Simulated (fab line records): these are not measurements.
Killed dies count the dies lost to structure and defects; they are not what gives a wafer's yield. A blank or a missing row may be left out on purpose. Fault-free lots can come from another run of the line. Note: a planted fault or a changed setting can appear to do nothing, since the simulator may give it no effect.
Matching of chambers -- flow n5 finfet -- 4 sister chambers for N5_BEOL_M0_CUTY_DESCUM_61 on rie diel-06
The step chemistry O2, time 7.9 s. 8 wafers are shown with their chamber, then 7 later ones without.

== EACH WAFER AND ITS CHAMBER ==
wafer,chamber,showerhead plenum p Torr (Torr),oes product au (a.u.)
L075.5,1,2.06,0.73
L079.1,1,2.05,0.71
L088.6,3,2.19,0.78
L090.1,2,1.99,0.69
L090.2,0,2.20,0.76
L090.6,0,2.20,0.76
L092.1,2,1.99,0.68
L092.2,3,2.19,0.77

== WAFERS WHOSE CHAMBER IS MISSING ==
wafer,showerhead plenum p Torr (Torr),oes product au (a.u.)
L092.4,2.20,0.76
L095.2,2.18,0.77
L095.4,1.99,0.68
L095.5,1.99,0.68
L094.1,2.18,0.76
L094.3,1.99,0.68
L094.6,2.04,0.92

== WHICH CHAMBER EACH ONE RAN IN ==
wafer,from the rows above,in truth
L092.4,0,0
L095.2,3,3
L095.4,2,2
L095.5,2,2
L094.1,3,3
L094.3,2,2
L094.6,1,1
Correct placement for 7 of the 7. Number that these rows cannot place: 0. 0 placed wrongly.
How it was worked out, from the rows above alone: a wafer's distance from a chamber is the root of the sum, over the readings, of the square of ((its reading less the chamber's mean) divided by the reading's scatter). The wafer belongs to the nearest chamber; if the next one is less than 2 further off, it can't be placed. Each chamber's mean is taken over the wafers shown for it. The scatter is the square root of a quotient: the sum, over the shown wafers, of each reading's squared deviation from its chamber's mean, divided by wafers minus chambers.
